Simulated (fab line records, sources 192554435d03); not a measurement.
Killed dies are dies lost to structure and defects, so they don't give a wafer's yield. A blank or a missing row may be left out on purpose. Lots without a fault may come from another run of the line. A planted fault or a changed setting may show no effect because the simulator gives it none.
fab line records | flow n5_finfet
record lots=5 wafers=15 last_day=17
route steps=1938 shown BEOL_M6@1202 PASSIVATION@1936
lots that met no fault: from a run of the same line without faults
start_h: hours from the record's first day to the start of the lot's first wafer shown | wait_h: hours since the lot's step before | " the same as in the row above | L1.1+2: a row that stands for several wafers | - no value, or no start given | * or withheld: withheld | < > ~ a bound
route shown NAME@n: a module of which the file shows steps, and the number in the route of the first | usual: mean/standard deviation of fault-free wafers | same: alike in all rows | chamber/n: place in a boat | sites: the reading at each site | _std_site: their standard deviation | _edge_site: outer sites' mean less inner sites' | radius_mm: how far each site lies from the wafer's centre | mask NAME#n: copy n | behind: the tool/chamber that last shaped the wafer | hold: why the lot was held/for how many hours/how that ended | device: the transistor (n, p or np) that didn't switch | end of line: the same wafers' tests at the end of the route | a step without rows: its recipe alone | killed: dies lost to structure and defects at the first sort, not the wafer's yield | map: a wafer's dies, x killed, . not, _ none there
set.NAME: the setting as run; set.NAME@STEP: as run at that earlier step | model.NAME: the simulator's own value behind a step, which no gauge read
lots at some steps of the route; a table a step, a row a wafer
services: from which hour (start_h, from the record's first day; less than 0 if before it) a tool's chamber was out of use, for how many hours, and why
## steps
# step N5_BEOL_M6_EBR_07
# recipe solvent=PGMEA ebr_width_mm=1.5
# step N5_BEOL_M6_SOFTBAKE_06
# recipe temp_c=110 time_s=60 resist=CAR-ArF
# step N5_BEOL_M6_EXPOSE_08
# recipe mask_id=M6 na=1.35 source_shape=dipole sigma_inner=0.817 sigma_outer=0.97 polarization=te dose_mj=68.25
# step N5_BEOL_M6_PEB_09
# recipe peb_temp_c=withheld peb_time_s=60 resist=CAR-ArF
# step N5_BEOL_M6_DEVELOP_10
# recipe develop_time_s=30 developer=TMAH resist=CAR-ArF rinse_liquid=diw dry=air_spin dev_temp_c=23
# step N5_BEOL_M6_CD_MEAS_11
# recipe target_cd_nm=38.5 landing_energy_ev=500 detector=se_inlens polarity=opening
# usual cd_nm=38.7/0.68
# columns lot.wafer tool chamber start_h wait_h cd_nm
L930.1 cd_sem-02 0 225.15 - 39.1
L930.4 " 0 " " 38.1
L930.5 " 0 " " 38.9
L931.2 cd_sem-02 0 237.93 - 38.6
L931.3 " 0 " " 38.8
L931.6 " 0 " " 38.9
L935.3 cd_sem-02 0 263.69 - 38.1
L935.4 " 0 " " 38.3
L935.5 " 0 " " 38.4
L936.2 cd_sem-03 0 271.63 - 39.4
L936.3 " 0 " " 38.5
L936.4 " 0 " " 38.0
L944.2 cd_sem-02 0 323.18 - 39.8
L944.3 " 0 " " 39.3
L944.4 " 0 " " 38.7
# step N5_BEOL_M6_OVL_MEAS_12
# recipe points_per_wafer=44
# usual M6_OVL=0.3/0.83
# columns lot.wafer tool chamber start_h wait_h M6_OVL[nm]
L930.1 overlay-02 0 225.18 0.0 1.4
L930.4 " 0 " " 1.1
L930.5 " 0 " " 0.8
L931.2 overlay-02 0 237.96 0.0 -0.5
L931.3 " 0 " " -0.5
L931.6 " 0 " " -1.2
L935.3 overlay-01 0 263.71 0.0 0.7
L935.4 " 0 " " 0.9
L935.5 " 0 " " 0.2
L936.2 overlay-02 0 271.66 0.0 0.3
L936.3 " 0 " " 0.1
L936.4 " 0 " " 0.7
L944.2 overlay-02 0 323.21 0.0 -0.8
L944.3 " 0 " " 0.6
L944.4 " 0 " " -0.5
# step N5_BEOL_M6_INSPECT_13
# recipe mode=adi inspect_instrument=brightfield
# usual raw_defect_count=424/110
# columns lot.wafer tool chamber start_h wait_h raw_defect_count
L930.1 defect_inspect-02 - 225.21 0.0 663
L930.4 " - " " 1045
L930.5 " - " " 559
L931.2 defect_inspect-01 - 237.98 0.0 416
L931.3 " - " " 466
L931.6 " - " " 322
L935.3 defect_inspect-01 - 263.74 0.0 394
L935.4 " - " " 372
L935.5 " - " " 222
L936.2 defect_inspect-01 - 271.69 0.0 206
L936.3 " - " " 208
L936.4 " - " " 286
L944.2 defect_inspect-01 - 323.24 0.0 623
L944.3 " - " " 523
L944.4 " - " " 610
# step N5_BEOL_M6_DESCUM_16
# recipe chemistry=O2 time_s=7.9 source_power_w=50 bias_power_w=20 pressure_mtorr=20 rf_frequency_hz=2.712e+07 temp_c=40 resist=CAR-ArF o2_flow_sccm=225
# usual drypump_motor_current_A=5.5/0.54 oes_product_au=0.77/0.085 rf_vpp_V=243.1/1.5 showerhead_plenum_p_Torr=2.09/0.081 throttle_valve_pct=20.34/0.28
# columns lot.wafer tool chamber start_h wait_h drypump_motor_current_A oes_product_au rf_hours_counter_h rf_vpp_V showerhead_plenum_p_Torr throttle_valve_pct
L930.1 rie_diel-01 1 225.28 0.1 5.9 0.70 198 243.5 2.17 20.57
L930.4 " 0 " " 6.0 0.67 227 244.5 2.19 20.71
L930.5 " 3 " " 5.7 0.87 - 242.4 2.07 20.16
L931.2 rie_diel-01 0 238.02 0.0 6.0 0.67 231 243.1 2.19 20.72
L931.3 " 3 " " 5.7 0.87 27 243.5 2.07 20.19
L931.6 " 0 " " 6.0 0.67 - 244.5 2.19 20.72
L935.3 rie_diel-03 1 263.77 0.0 5.4 0.81 55 242.3 2.04 20.01
L935.4 " 2 " " 4.7 0.93 21 241.8 2.05 20.12
L935.5 " 1 " " 5.4 0.82 - 243.0 2.04 20.01
L936.2 rie_diel-03 3 271.72 0.0 6.4 0.73 163 240.4 1.99 20.71
L936.3 " 1 " " 5.4 0.81 56 242.1 2.04 20.00
L936.4 " 0 " " 5.2 0.83 44 245.7 2.20 20.11
L944.2 rie_diel-03 1 323.27 0.0 5.4 0.80 74 243.6 2.04 20.02
L944.3 " 3 " " 6.5 0.71 180 241.2 1.99 20.71
L944.4 " 0 " " 5.2 0.81 60 244.9 2.20 20.14
# step N5_BEOL_M6_ETCH_61
# recipe chemistry=CF4 target=SiARC target_depth_a=455 mask_material=CAR-ArF time_s=75.8 ion_energy_ev=80 pressure_mtorr=40 source_w=545 bias_w=36 Ar_flow_sccm=100 cf4_flow_sccm=100 ends=cleared
# usual drypump_motor_current_A=5.5/0.54 etch_rf_on_time_s=76.1/2.6 oes_product_au=0.66/0.07 rf_vpp_V=184.1/1.3 showerhead_plenum_p_Torr=2.14/0.084 throttle_valve_pct=15.53/0.28
# columns lot.wafer tool chamber start_h wait_h drypump_motor_current_A etch_rf_on_time_s oes_product_au rf_hours_counter_h rf_vpp_V showerhead_plenum_p_Torr throttle_valve_pct
L930.1 rie_diel-01 1 225.32 0.0 5.9 75.9 0.60 198 184.2 2.20 15.75
L930.4 " 0 " " 6.0 76.8 0.58 227 185.8 2.18 15.69
L930.5 " 3 " " 5.7 79.8 0.73 - 185.0 2.10 15.22
L931.2 rie_diel-01 0 238.05 0.0 6.0 77.8 0.58 231 185.5 2.18 15.69
L931.3 " 3 " " 5.7 79.1 0.73 27 183.0 2.10 15.23
L931.6 " 0 " " 6.0 77.7 0.58 - 184.9 2.18 15.69
L935.3 rie_diel-03 1 263.81 0.0 5.4 74.0 0.71 55 182.5 2.08 15.16
L935.4 " 2 " " 4.8 74.8 0.79 21 182.0 2.09 15.20
L935.5 " 1 " " 5.4 74.6 0.72 - 185.2 2.08 15.14
L936.2 rie_diel-03 3 271.75 0.0 6.4 74.1 0.64 163 182.7 2.05 15.89
L936.3 " 1 " " 5.4 73.2 0.72 57 183.8 2.08 15.17
L936.4 " 0 " " 5.2 78.7 0.72 44 185.1 2.28 15.41
L944.2 rie_diel-03 1 323.31 0.0 5.4 72.0 0.71 74 182.3 2.08 15.19
L944.3 " 3 " " 6.5 74.6 0.62 180 182.6 2.05 15.93
L944.4 " 0 " " 5.2 77.6 0.70 60 185.0 2.28 15.43
# step N5_BEOL_M6_ETCH_62
# recipe chemistry=N2/H2 target=SOC target_depth_a=1100 overetch_a=220 mask_material=SiARC temp_c=40 time_s=165 ion_energy_ev=200 pressure_mtorr=30 source_w=840 bias_w=150 n2_flow_sccm=200 h2_flow_sccm=200
# usual drypump_motor_current_A=5.5/0.54 oes_product_au=0.66/0.069 rf_vpp_V=523.9/2.9 showerhead_plenum_p_Torr=2.54/0.096 throttle_valve_pct=17.7/0.33
# columns lot.wafer tool chamber start_h wait_h drypump_motor_current_A oes_product_au rf_hours_counter_h rf_vpp_V showerhead_plenum_p_Torr throttle_valve_pct
L930.1 rie_diel-01 1 225.37 0.0 5.9 0.60 198 526.4 2.62 17.9
L930.4 " 0 " " 6.0 0.58 227 525.1 2.62 18.0
L930.5 " 3 " " 5.7 0.75 - 522.9 2.48 17.4
L931.2 rie_diel-01 0 238.11 0.0 6.0 0.59 231 526.6 2.62 18.0
L931.3 " 3 " " 5.7 0.75 27 520.4 2.48 17.4
L931.6 " 0 " " 6.0 0.58 - 526.2 2.62 18.0
L935.3 rie_diel-03 1 263.86 0.0 5.4 0.70 55 522.4 2.45 17.2
L935.4 " 2 " " 4.7 0.78 21 522.3 2.50 17.5
L935.5 " 1 " " 5.4 0.71 - 523.0 2.45 17.2
L936.2 rie_diel-03 3 271.81 0.0 6.4 0.61 163 521.1 2.43 18.2
L936.3 " 1 " " 5.4 0.70 57 521.7 2.45 17.2
L936.4 " 0 " " 5.2 0.72 44 527.9 2.68 17.6
L944.2 rie_diel-03 1 323.36 0.0 5.4 0.68 74 521.2 2.45 17.3
L944.3 " 3 " " 6.5 0.61 180 521.4 2.43 18.2
L944.4 " 0 " " 5.3 0.70 60 528.8 2.67 17.6
# step N5_BEOL_M6_STRIP_68
# recipe chemistry=N2/H2 temp_c=40 n2_flow_sccm=200 h2_flow_sccm=200 rf_frequency_hz=6e+07
# step N5_BEOL_M6_STRIP_67
# recipe chemistry=CF4 resist=SiARC power_w=300 bias_power_w=75 pressure_mtorr=50 cf4_flow_sccm=150 rf_frequency_hz=6e+07
# usual drypump_motor_current_A=5.5/0.54 oes_product_au=0.78/0.082 rf_vpp_V=271.2/1.8 showerhead_plenum_p_Torr=1.79/0.066 throttle_valve_pct=13.5/0.3
# columns lot.wafer tool chamber start_h wait_h drypump_motor_current_A oes_product_au rf_hours_counter_h rf_vpp_V showerhead_plenum_p_Torr throttle_valve_pct
L930.1 rie_diel-01 1 225.52 0.0 5.9 0.70 198 272.4 1.85 13.8
L930.4 " 0 " " 6.0 0.69 227 271.8 1.83 13.7
L930.5 " 3 " " 5.7 0.89 - 270.3 1.76 13.2
L931.2 rie_diel-01 0 238.25 0.0 6.0 0.68 231 272.6 1.83 13.7
L931.3 " 3 " " 5.7 0.88 27 269.6 1.76 13.2
L931.6 " 0 " " 6.0 0.68 - 271.7 1.83 13.7
L935.3 rie_diel-03 1 264.01 0.0 5.4 0.83 55 271.2 1.73 13.1
L935.4 " 2 " " 4.7 0.91 21 271.3 1.76 13.2
L935.5 " 1 " " 5.4 0.82 - 270.3 1.73 13.1
L936.2 rie_diel-03 3 271.96 0.0 6.5 0.73 163 269.9 1.73 13.9
L936.3 " 1 " " 5.4 0.83 57 270.0 1.73 13.1
L936.4 " 0 " " 5.2 0.85 44 270.9 1.90 13.3
L944.2 rie_diel-03 1 323.51 0.0 5.4 0.81 74 269.6 1.73 13.2
L944.3 " 3 " " 6.5 0.72 180 269.1 1.72 13.9
L944.4 " 0 " " 5.2 0.83 60 274.1 1.89 13.3
# step N5_BEOL_M6_HM_OPEN_17
# recipe chemistry=Cl2/BCl3 target_depth_a=200 overetch_a=60 target=TiN mask_material=SOC ion_energy_ev=150 pressure_mtorr=10 icp_w=1000 bias_w=126 Cl2_flow_sccm=53.25 bcl3_flow_sccm=21.75 Ar_flow_sccm=25
# usual drypump_motor_current_A=5.5/0.33 oes_product_au=0.70/0.094 throttle_valve_pct=22.26/0.27
# columns lot.wafer tool chamber start_h wait_h drypump_motor_current_A oes_product_au rf_hours_counter_h throttle_valve_pct
L930.1 rie_metal-01 0 225.56 0.0 5.4 0.73 11 22.60
L930.4 " 1 " " 5.6 0.76 - 21.80
L930.5 " 0 " " 5.5 0.74 - 22.60
L931.2 rie_metal-01 0 238.30 0.0 5.5 0.75 12 22.59
L931.3 " 1 " " 5.6 0.77 - 21.78
L931.6 " 0 " " 5.5 0.75 - 22.55
L935.3 rie_metal-02 1 264.08 0.1 5.5 0.82 - 22.22
L935.4 " 0 " " 4.9 0.81 - 22.01
L935.5 " 1 " " 5.5 0.80 - 22.26
L936.2 rie_metal-02 0 272.00 0.0 4.9 0.79 2 22.01
L936.3 " 1 " " 5.5 0.80 - 22.26
L936.4 " 0 " " 5.0 0.80 - 22.03
L944.2 rie_metal-03 1 323.55 0.0 5.9 0.64 48 22.53
L944.3 " 1 " " 5.9 0.64 - 22.51
L944.4 " 0 " " 5.7 0.59 - 22.31
# step N5_BEOL_M6_STRIP_19
# recipe chemistry=O2 power_w=400 temp_c=40 pressure_mtorr=30 rf_frequency_hz=6e+07 bias_power_w=0 overash_fraction=0.2 o2_flow_sccm=225
# usual drypump_motor_current_A=5.6/0.5 oes_product_au=0.77/0.096 rf_vpp_V=3.7/0.61 showerhead_plenum_p_Torr=2.11/0.083 throttle_valve_pct=16.63/0.27
# columns lot.wafer tool chamber start_h wait_h drypump_motor_current_A oes_product_au rf_hours_counter_h rf_vpp_V showerhead_plenum_p_Torr throttle_valve_pct
L930.1 rie_diel-03 0 225.71 0.1 5.2 0.86 30 3.8 2.21 16.29
L930.4 " 3 " " 6.5 0.74 147 2.8 2.00 16.88
L930.5 " 3 " " 6.4 0.74 - 3.6 2.00 16.88
L931.2 rie_diel-03 0 238.42 0.1 5.2 0.86 33 3.5 2.21 16.29
L931.3 " 2 " " 4.7 0.95 12 3.9 2.06 16.31
L931.6 " 3 " " 6.4 0.74 - 4.0 2.00 16.90
L935.3 rie_diel-05 1 264.16 0.1 5.4 0.69 216 3.7 2.08 16.95
L935.4 " 2 " " 6.2 0.68 222 2.7 1.98 16.94
L935.5 " 2 " " 6.2 0.69 - 3.8 1.98 16.92
L936.2 rie_diel-01 2 272.11 0.1 5.6 0.87 46 3.3 2.24 16.36
L936.3 " 3 " " 5.7 0.85 40 4.1 2.07 16.43
L936.4 " 1 " " 5.9 0.68 215 3.8 2.16 16.89
L944.2 rie_diel-05 0 323.66 0.1 5.2 0.66 229 4.3 2.05 16.50
L944.3 " 2 " " 6.2 0.68 241 2.8 1.97 16.98
L944.4 " 3 " " 4.8 0.68 239 3.8 2.15 16.78
# step N5_BEOL_M6_CD_MEAS_18
# recipe pitch_nm=80 target_cd_nm=40
# usual cd_nm=40.4/0.72
# columns lot.wafer tool chamber start_h wait_h cd_nm
L930.1 cd_sem-01 - 225.78 0.0 41.3
L930.4 " - " " 39.5
L930.5 " - " " 41.0
L931.2 cd_sem-03 - 238.49 0.1 40.5
L931.3 " - " " 40.5
L931.6 " - " " 39.9
L935.3 cd_sem-03 - 264.23 0.1 39.4
L935.4 " - " " 39.9
L935.5 " - " " 40.0
L936.2 cd_sem-02 - 272.18 0.1 41.5
L936.3 " - " " 39.8
L936.4 " - " " 39.8
L944.2 cd_sem-02 - 323.73 0.1 40.7
L944.3 " - " " 40.2
L944.4 " - " " 40.2
# step N5_BEOL_M6_COAT_63
# recipe resist=SOC temp_c=250 time_s=60 spin_rpm=1500 resist_thk_nm=60
# step N5_BEOL_M6_COAT_64
# recipe resist=SiARC temp_c=220 time_s=60 spin_rpm=1500 resist_thk_nm=12
# step N5_BEOL_M6_COAT_71
# recipe resist=underlayer temp_c=205 time_s=60 spin_rpm=1500 resist_thk_nm=5
# step N5_BEOL_M6_COAT_22
# recipe resist=CAR-EUV spin_rpm=1500 resist_thk_nm=30
# step N5_BEOL_M6_EBR_24
# recipe solvent=PGMEA ebr_width_mm=1.5
# step N5_BEOL_M6_SOFTBAKE_23
# recipe temp_c=110 time_s=60 resist=CAR-EUV
# step N5_BEOL_M6_EXPOSE_25
# recipe mask_id=V5 na=0.33 source_shape=annular sigma_inner=0.4 sigma_outer=0.8 polarization=unpolarized target_cd_nm=40 dose_mj=45
# step N5_BEOL_M6_PEB_26
# recipe peb_temp_c=100 peb_time_s=60 resist=CAR-EUV
# step N5_BEOL_M6_DEVELOP_27
# recipe develop_time_s=30 developer=TMAH resist=CAR-EUV rinse_liquid=surfactant_rinse dry=air_spin dev_temp_c=23
# step N5_BEOL_M6_CD_MEAS_28
# recipe target_cd_nm=40 landing_energy_ev=500 detector=se_inlens
# usual cd_nm=39.89/0.21
# columns lot.wafer tool chamber start_h wait_h cd_nm
L930.1 cd_sem-03 0 226.10 - 39.43
L930.4 " 0 " " 39.79
L930.5 " 0 " " 39.61
L931.2 cd_sem-02 0 239.20 - 39.70
L931.3 " 0 " " 39.76
L931.6 " 0 " " 40.21
L935.3 cd_sem-03 0 264.68 - 39.89
L935.4 " 0 " " 39.69
L935.5 " 0 " " 39.94
L936.2 cd_sem-02 0 273.42 - 39.65
L936.3 " 0 " " 39.76
L936.4 " 0 " " 40.12
L944.2 cd_sem-02 0 324.52 - 40.11
L944.3 " 0 " " 39.74
L944.4 " 0 " " 40.16
# step N5_BEOL_M6_OVL_MEAS_29
# recipe points_per_wafer=522
# usual V5_OVL=0.0/0.82
# columns lot.wafer tool chamber start_h wait_h V5_OVL[nm]
L930.1 overlay-02 0 226.13 0.0 -0.5
L930.4 " 0 " " -1.4
L930.5 " 0 " " -0.2
L931.2 overlay-02 0 239.23 0.0 0.3
L931.3 " 0 " " 1.6
L931.6 " 0 " " 0.3
L935.3 overlay-01 0 264.72 0.0 -0.6
L935.4 " 0 " " 0.1
L935.5 " 0 " " 0.1
L936.2 overlay-01 0 273.45 0.0 1.3
L936.3 " 0 " " 0.8
L936.4 " 0 " " 0.5
L944.2 overlay-01 0 324.55 0.0 1.0
L944.3 " 0 " " 0.1
L944.4 " 0 " " 1.7
# step N5_BEOL_M6_INSPECT_30
# recipe mode=adi inspect_instrument=brightfield
# usual raw_defect_count=424/100
# columns lot.wafer tool chamber start_h wait_h raw_defect_count
L930.1 defect_inspect-02 - 226.19 0.1 703
L930.4 " - " " 1007
L930.5 " - " " 600
L931.2 defect_inspect-02 - 239.29 0.0 485
L931.3 " - " " 511
L931.6 " - " " 348
L935.3 defect_inspect-02 - 264.77 0.0 420
L935.4 " - " " 427
L935.5 " - " " 281
L936.2 defect_inspect-02 - 273.51 0.0 217
L936.3 " - " " 247
L936.4 " - " " 325
L944.2 defect_inspect-01 - 324.60 0.0 1786
L944.3 " - " " 530
L944.4 " - " " 604
# step N5_BEOL_M6_DESCUM_33
# recipe chemistry=O2 time_s=7 source_power_w=50 bias_power_w=20 pressure_mtorr=20 rf_frequency_hz=2.712e+07 temp_c=40 resist=CAR-EUV o2_flow_sccm=225
# step N5_PASSIVATION_PROBE_49
# usual defect_limited_yield=91.5/1.3 killed_at_M0_to_M3=36/10 killed_at_M4_up=13/4.7 killed_at_contacts=13/6.7 killed_at_front_end=37/9.7 killed_at_other=2.6/2.3 killed_dies=101/15 killed_on_rim=14/4.3 killed_open=67/12 killed_short=32/6.7 sort_bin_5_function=5.0/0.89 sort_bin_6_memory=3.2/0.63 sort_n_pass=1079/16 sort_yield_pct=91.4/1.4
# same gross_dies=1180 killed_at_back_side=0 sort_bin_4_leakage[%]=0 sort_bin_8_speed[%]=0
# columns lot.wafer tool chamber start_h wait_h defect_limited_yield[%] killed_at_M0_to_M3 killed_at_M4_up killed_at_contacts killed_at_front_end killed_at_other killed_dies killed_on_rim killed_open killed_short sort_bin_5_function[%] sort_bin_6_memory[%] sort_n_pass sort_yield_pct[%]
L930.1 prober-01 - 320.34 0.0 92.5 24 14 14 31 5 88 10 61 27 4.1 3.1 1092 92.5
L930.4 prober-01 - 320.49 0.2 92.7 29 8 14 33 2 86 10 50 36 4.2 2.8 1094 92.7
L930.5 prober-01 - 320.54 0.2 93.0 25 20 17 21 0 83 11 61 22 4.5 2.5 1097 93.0
L931.2 prober-01 - 343.95 0.1 91.3 37 14 21 30 1 103 12 65 38 4.7 3.5 1077 91.3
L931.3 prober-01 - 344.00 0.1 92.8 38 9 18 19 1 85 9 58 27 5.6 1.4 1095 92.8
L931.6 prober-01 - 344.15 0.3 93.3 41 13 8 16 1 79 12 55 24 4.3 2.3 1101 93.3
L936.2 prober-02 - 368.38 0.1 92.4 24 7 10 37 12 90 8 64 25 4.1 3.4 1090 92.4
L936.3 prober-02 - 368.43 0.1 91.6 37 10 8 38 6 99 10 63 33 5.4 2.8 1081 91.6
L944.2 prober-02 - 415.86 0.1 85.6 25 95 9 38 3 170 29 50 29 8.7 2.9 1010 85.6
# killed by level:class
L930.1 MOL_CONTACT_COAG:geometric_particle:open=12 BEOL_M3:geometric_particle:open=11 GATE_CUT:geometric_particle:short=7 FIN_SAQP:geometric_particle:short=6 FIN_SAQP:geometric_particle:open=5 BEOL_M4:geometric_particle:open=5 BEOL_M0_SAQP:geometric_particle:short=4 STI_FIN_REVEAL:geometric_particle:open=3
L930.4 BEOL_M0_SAQP:geometric_particle:short=9 MOL_CONTACT_COAG:geometric_particle:open=9 FIN_SAQP:geometric_particle:open=8 BEOL_M0_SAQP:geometric_particle:open=7 FIN_SAQP:geometric_particle:short=6 MOL_CONTACT_COAG:geometric_particle:short=5 BEOL_M1:geometric_particle:open=5 BEOL_M3:geometric_particle:open=5
L930.5 MOL_CONTACT_COAG:geometric_particle:open=13 BEOL_M4:geometric_particle:open=9 BEOL_M0:geometric_particle:open=7 STARTING-WAFER:geometric_particle:open=6 FIN_SAQP:geometric_particle:short=4 MOL_CONTACT_COAG:geometric_particle:short=4 BEOL_M0_SAQP:geometric_particle:open=4 BEOL_M1:geometric_particle:open=4
L931.2 MOL_CONTACT_COAG:geometric_particle:open=16 BEOL_M0_SAQP:geometric_particle:short=12 FIN_SAQP:geometric_particle:open=9 BEOL_M0_SAQP:geometric_particle:open=9 FIN_SAQP:geometric_particle:short=8 MOL_CONTACT_COAG:geometric_particle:short=5 BEOL_M3:geometric_particle:open=5 GATE_CUT:geometric_particle:short=4
L931.3 MOL_CONTACT_COAG:geometric_particle:open=16 BEOL_M2:geometric_particle:open=9 STI_FIN_REVEAL:geometric_particle:open=6 BEOL_M0_SAQP:geometric_particle:short=6 BEOL_M0_SAQP:geometric_particle:open=6 BEOL_M3:geometric_particle:open=5 STARTING-WAFER:geometric_particle:short=5 GATE_CUT:geometric_particle:short=4
L931.6 BEOL_M3:geometric_particle:open=10 BEOL_M0_SAQP:geometric_particle:open=9 BEOL_M0_SAQP:geometric_particle:short=7 BEOL_M2:geometric_particle:open=6 MOL_CONTACT_COAG:geometric_particle:open=5 GATE_CUT:geometric_particle:open=4 STARTING-WAFER:geometric_particle:open=4 MOL_CONTACT_COAG:geometric_particle:short=3
L936.2 MOL_CONTACT_COAG:geometric_particle:open=9 FIN_SAQP:geometric_particle:short=7 BEOL_M3:geometric_particle:open=7 STI_FIN_REVEAL:geometric_particle:open=6 FIN_SAQP:geometric_particle:open=5 BEOL_M2:geometric_particle:open=5 DUMMY_GATE:geometric_particle:open=4 BEOL_M0_SAQP:geometric_particle:open=4
L936.3 BEOL_M3:geometric_particle:open=10 FIN_SAQP:geometric_particle:short=8 STI_FIN_REVEAL:geometric_particle:open=8 DUMMY_GATE:geometric_particle:open=7 BEOL_M1:geometric_particle:open=7 MOL_CONTACT_COAG:geometric_particle:open=6 DUMMY_GATE:geometric_particle:short=5 BEOL_M2:geometric_particle:open=5
L944.2 BEOL_M6:unspecified=86 FIN_SAQP:geometric_particle:open=7 MOL_CONTACT_COAG:geometric_particle:open=7 GATE_CUT:geometric_particle:short=5 BEOL_M1:geometric_particle:open=5 FIN_SAQP:geometric_particle:short=4 BEOL_M3:geometric_particle:open=4 STI_FIN_REVEAL:geometric_particle:open=4
# map L944.2 (x killed, . not)
_________________............________________
______________.................._____________
___________x..xx.........xx........__________
__________.x............x....x......_________
________xxxx.........................._______
_______xxxx.x.........................x______
______xxxxxx..........x..x...x..x......._____
_____xxxxxxxxx............x...x.x..x..x..____
____xxxxxxx.x...........x................x___
___xxxxxxxxxx.x....x.......................__
___xxxxxxxxx...............x......x........__
__xxxxxxxxx..........x...x.................._
__xxxxxxxxx...........x....................._
_xxxxxxxx.xx.........x.....x.................
_.x.xx.xx....x.........x.................x...
_...xx.x..x...............................x..
_.....xx.x...................................
_.......x...x.x......x.......x..............x
_.......x..................x.....x.........x.
_...................................x........
_..x..........x..............................
__.....x......................x.......x....._
__.................x.........x.............._
___...............x.........x......x.......__
___......x.x..........................x....__
____................x.....................___
_____.....x....x..............x......x...____
______.x.....x.....x.....x.....x.......x_____
_______.........x....x..x..............______
________.........................xx..._______
__________....x.x.....x............._________
___________................x.......__________
______________.x................_____________
_________________........x...________________
# map L935.4 (x killed, . not)
_________________x...........________________
______________.................._____________
___________.................x......__________
__________..............x..........._________
________..x....x..............x......._______
_______..xx.....x.......x..............______
______.................................x_____
_____x..............x.....x..........x...____
____x.x........x............x...x...x.....___
___..x.............x....x..................__
___.....x......x...........x........x......__
__.....x...x....xx...x.....x...x............_
__...x........x.x.......x..........xx......._
_.x.x...........x..........................x.
_...............................x............
_.........x.......x.....................x....
_..x......x........................x......x..
_.............x...........................x..
_............................................
_......x.........x.......x................x..
_.xxx..................x.........x..........x
__........x........x....x..........x..x....._
__.....x.....x......x........x.x............_
___.....xx..........x...x................x.__
___.....x....x.x...........................__
____x............x...x....................___
_____.................x.x................____
______....x....x.............xx........._____
_______.....x..x.................x.....______
________x.....xx.............x........_______
__________.............x..x......x.._________
___________...x...x.x..x...........__________
______________........x........._____________
_________________x..........x________________
## services
# columns tool chamber start_h hours kind
rie_metal-02 1 204.81 - clean
rie_metal-02 1 204.81 15.8 scheduled_down
rie_metal-02 1 204.81 15.8 vent_cycle
rie_metal-02 0 220.62 - clean
rie_metal-02 0 220.62 19.0 scheduled_down
rie_metal-02 0 220.62 19.0 vent_cycle
rie_diel-05 3 226.98 4.9 repair
rie_diel-01 2 234.02 5.6 repair
rie_diel-05 2 241.81 11.7 repair
rie_metal-03 - 242.53 0.8 repair
rie_metal-02 - 260.14 0.2 repair
rie_metal-02 - 268.16 2.8 pm
rie_diel-05 1 284.48 2.8 repair
rie_diel-01 0 288.98 - clean
rie_diel-01 0 288.98 - consumable_replace:focus_ring
rie_diel-01 0 288.98 18.9 scheduled_down
rie_diel-01 0 288.98 18.9 vent_cycle
rie_metal-01 0 311.77 1.4 repair
rie_metal-01 1 317.85 17.7 repair
## key
first_sign step=N5_BEOL_M6_INSPECT_30 reading=raw_defect_count direction=up sigmas=13 usual=424 struck=1786
effect step=N5_PASSIVATION_PROBE_49 reading=killed_at_M4_up direction=up sigmas=18 usual=13 struck=95
more_kills_born_at N5_BEOL_M6_STRIP_67@rie_diel-03=86
met_at N5_BEOL_M6_STRIP_67
struck_wafers L944.2
onset_between 271.96 323.51
fault kind=chamber_particle_source tool=rie_diel-03 chamber=1 onset_h=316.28 steps=N5_BEOL_M6_STRIP_67 rate_per_visit_cm2=1.8086 end_h=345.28
